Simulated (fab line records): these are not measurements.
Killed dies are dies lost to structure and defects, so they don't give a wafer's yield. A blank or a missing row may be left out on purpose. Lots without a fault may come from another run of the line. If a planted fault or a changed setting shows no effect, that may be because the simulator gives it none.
A lot that was struck, set against a sound lot || flow n5_finfet || 43 out of 1938 route steps
Sound: these wafers, L461.1, L461.3, L461.4. Struck: wafers L469.2, L469.3 (left out: L469.6, a lot-mate that was not struck); the cause follows at the end.
Per side, at each step with rows, come the tool, then ch with its chambers, and then its first start. Under that, the readings that differ: sound wafers || struck wafers || difference of the means || sigmas: that difference in standard deviations of wafers without a fault.
alike: a reading whose means differ by less than 2 such deviations, as well as words and numbers matching on both sides. not compared: withheld readings; readings where some wafer has no value; bounds like >300 that might hide an equal value; numbers whose values overlap and for which the record gives no deviation.
The two part at a step that has a row with sigmas, a row that says differs or no value, or rows on one side only. Non-overlapping numbers with no deviation appear without sigmas and do not part them. Lack of a reading on every wafer of one side parts them only where that side has two or more wafers.

first, 2 steps without rows for these wafers: N5_BEOL_M11_PEB_26 (peb time 60 s); N5_BEOL_M11_DEVELOP_27 (develop time 30 s).
N5_BEOL_M11_CD_MEAS_28 targets a cd of 70 nm.
  sound on cd_sem-01 ch 0, day 10 18:35; struck on cd_sem-03 ch 0, day 13 11:26
  alike: cd_nm
N5_BEOL_M11_OVL_MEAS_29:
  sound on overlay-02 ch 0, day 10 18:37; struck on overlay-01 ch 0, day 13 11:28
  alike: V10_OVL
N5_BEOL_M11_INSPECT_30: inspects for defects (brightfield).
  struck on defect_inspect-01, day 13 11:29; sound on defect_inspect-01, day 10 18:38
  alike: raw_defect_count
then, 6 steps without rows for these wafers: N5_BEOL_M11_DESCUM_33 (chemistry O2, time 7.9 s); N5_BEOL_M11_ETCH_65 (etches SiARC in CF4, target depth 39 nm, time 65 s); N5_BEOL_M11_ETCH_66 (etches SOC in N2/H2, target depth 120 nm, overetch 24 nm, time 180 s); N5_BEOL_M11_STRIP_69 (strips in N2/H2); N5_BEOL_M11_VIA_ETCH_34 (etches SiCOH lowk in C4F6/O2, target depth 184.5 nm, time 69.2 s); N5_BEOL_M11_STRIP_73 (strips in C4F6/O2).
N5_BEOL_M11_STRIP_36: strips in N2/H2.
  sound on rie_diel-04 ch 2,3, day 10 18:56; struck on rie_diel-05 ch 1,2, day 13 11:59
{"reading": "showerhead_plenum_p_Torr (Torr)", "sound": "2.68 2.59 2.68", "struck": "2.47 2.43", "difference": -0.20, "sigmas": -2}
  alike: drypump_motor_current_A, oes_product_au, rf_vpp_V, throttle_valve_pct
  not compared: rf_hours_counter_h
N5_BEOL_M11_TRENCH_ETCH_37: etches SiCOH lowk in C4F6/O2, target depth 148.83 nm, time 48 s.
  sound on rie_diel-04 ch 2,3, day 10 18:59; struck on rie_diel-05 ch 1,2, day 13 12:02
{"reading": "oes_product_au (a.u.)", "sound": "0.89 0.68 0.89", "struck": "0.65 0.57", "difference": -0.21, "sigmas": -2}
{"reading": "showerhead_plenum_p_Torr (Torr)", "sound": "3.02 2.94 3.02", "struck": "2.78 2.73", "difference": -0.24, "sigmas": -3}
{"reading": "model.etch.depth_nm (nm)", "sound": "147.3 150.2 148.8", "struck": "93.31 92.82", "difference": -55.70, "sigmas": ""}
{"reading": "model.BEOL_M11.feature_depth_nm (nm)", "sound": "147.4 150.2 148.8", "struck": "93.4 92.8", "difference": -55.7, "sigmas": ""}
{"reading": "model.TiN_of_BEOL_M11_HM_DEP_02.thk_nm (nm)", "sound": "15.6 15.8 15.8", "struck": "17.6 17.8", "difference": "+2.0", "sigmas": ""}
  alike: bias_w, drypump_motor_current_A, oes_ar_750_au, oes_o_777_au, rf_vpp_V, throttle_valve_pct
  not compared: rf_hours_counter_h
then, 1 step without rows for these wafers: N5_BEOL_M11_ETCH_41 (etches SiCN in CH3F/O2, target depth 42.6 nm, time 86 s).
N5_BEOL_M11_STRIP_77: strips in N2/H2, time 10 s.
  sound on rie_diel-04 ch 2,3; struck on rie_diel-05 ch 1,2
{"reading": "showerhead_plenum_p_Torr (Torr)", "sound": "2.68 2.59 2.68", "struck": "2.47 2.43", "difference": -0.20, "sigmas": -2}
  alike: drypump_motor_current_A, oes_product_au, rf_vpp_V, throttle_valve_pct
  not compared: rf_hours_counter_h
N5_BEOL_M11_OCD_MEAS_38:
  struck on ocd-02, day 13 12:13; sound on ocd-02, day 10 19:10
{"reading": "trench_depth_nm (nm)", "sound": "146.7 150.0 148.5", "struck": "92.9 92.8", "difference": -55.6, "sigmas": -19}
then, 4 steps without rows for these wafers: N5_BEOL_M11_HM_STRIP_39 (strips TiN in peroxide tin strip, target depth 25 nm, time 158 s); N5_BEOL_M11_SRD_40 (time 30 s); N5_BEOL_M11_PRECLEAN_42 (cleans in residue remover, time 60 s); N5_BEOL_M11_SRD_43 (time 30 s).
N5_BEOL_M11_CD_MEAS_35 targets a cd of 70 nm.
  struck on cd_sem-01, day 13 12:22; sound on cd_sem-01, day 10 19:19
  alike: cd_nm
then, 1 step without rows for these wafers: N5_BEOL_M11_CURE_72 (cures SiCOH lowk, time 120 s).
N5_BEOL_M11_DEGAS_44: time 60 s.
  struck on pvd_sputter-02, day 13 12:59; sound on pvd_sputter-01, day 10 19:52
  alike: heater_power_w
N5_BEOL_M11_PRE_CLEAN_45: time 30 s.
  struck on pvd_sputter-02, day 13 13:01; sound on pvd_sputter-01, day 10 19:54
  alike: heater_power_w
then, 5 steps without rows for these wafers: N5_BEOL_M11_ALD_74 (deposits TaN, target thk 2 nm, pulse time 2 s, purge time 3 s); N5_BEOL_M11_SURFACE_TREAT_76; N5_BEOL_M11_CVD_75 (deposits Co from CCTBA/H2, target thk 2 nm, time 138.9 s); N5_BEOL_M11_SPUTTER_48 (material Cu, target thk 12 nm, time 2 s); N5_BEOL_M11_ECD_50 (material Cu, target thk 318 nm).
N5_BEOL_M11_ANNEAL_51: time 90 s.
  sound on rtp_anneal-02 ch 0, day 10 22:15; struck on rtp_anneal-02 ch 0, day 13 15:30
  alike: wafer_temp_C_max
N5_BEOL_M11_CMP_52: polishes, stops on SiCOH lowk, t overpolish 7 s, target thk 140 nm.
  sound on cmp-03 ch 1,2,3, day 10 22:32; struck on cmp-04 ch 0,3, day 13 15:47
{"reading": "model.Cu_of_BEOL_M11_ECD_50.thk_nm (nm)", "sound": "138.2 142 139.8", "struck": "83.4 83", "difference": -56.8, "sigmas": ""}
  alike: motor_current_A, pad_life_wafers
N5_BEOL_M11_THK_MEAS_53: measures by xrf.
  struck on film_metro-02, day 13 16:03; sound on film_metro-01, day 10 22:50
{"reading": "M11_THK (nm)", "sound": "138 142 141", "struck": "84 83", "difference": -57, "sigmas": -16}
then, 2 steps without rows for these wafers: N5_BEOL_M11_PRE_CLEAN_55 (time 15 s); N5_BEOL_M11_DEP_56 (deposits SiCN from 3MS/NH3, target thk 30 nm, time 10.5 s).
N5_BEOL_M11_RS_MEAS_57: a four-point-probe measurement.
  struck on film_metro-02, day 13 16:10; sound on film_metro-01, day 10 22:59
{"reading": "M11_RS (ohm/sq)", "sound": "0.153 0.148 0.151", "struck": "0.272 0.272", "difference": "+0.121", "sigmas": "+31"}
N5_BEOL_M11_INSPECT_58: inspects for defects (darkfield).
  struck on defect_inspect-01, day 13 16:12; sound on defect_inspect-01, day 10 23:01
  alike: raw_defect_count
then, 1 step without rows for these wafers: N5_BEOL_M12_ILD_DEP_00 (deposits SiOC from DEMS/O2, target thk 658.92 nm, time 130.7 s).
N5_BEOL_M12_THK_MEAS_01:
  struck on film_metro-02, day 13 16:22; sound on film_metro-01, day 10 23:11
  alike: M12_ILD_THK
then, 4 steps without rows for these wafers: N5_BEOL_M12_COAT_58 (time 60 s, resist thk 89 nm); N5_BEOL_M12_COAT_04 (resist thk 400 nm); N5_BEOL_M12_EBR_06; N5_BEOL_M12_SOFTBAKE_05 (time 60 s).
N5_BEOL_M15_RC_MEAS_101:
  sound on prober-02 ch 0, day 12 02:38; struck on prober-02 ch 0, day 14 15:14
{"reading": "SERP_M11 (ohm/um)", "sound": "3.07 3.01 3.08", "struck": "5.49 5.55", "difference": "+2.47", "sigmas": "+26"}
{"reading": "SERP_M11_max_site (ohm/um)", "sound": "3.15 3.12 3.20", "struck": "5.68 5.63", "difference": "+2.50", "sigmas": "+26"}
  alike: COMB_M10, COMB_M12, COMB_M12_max_site, COMB_M13, COMB_M14, COMB_M15, COMB_M5, COMB_M6, COMB_M7, COMB_M8, COMB_M9, SERP_M10, SERP_M10_max_site, SERP_M12, SERP_M13, SERP_M14, SERP_M5, SERP_M6, SERP_M6_max_site, SERP_M7, SERP_M8, SERP_M9, SERP_M9_max_site

WHERE THEY PART
First at N5_BEOL_M11_STRIP_36; last, within this record, at N5_BEOL_M15_RC_MEAS_101.

WHY: what had been put in by the simulator
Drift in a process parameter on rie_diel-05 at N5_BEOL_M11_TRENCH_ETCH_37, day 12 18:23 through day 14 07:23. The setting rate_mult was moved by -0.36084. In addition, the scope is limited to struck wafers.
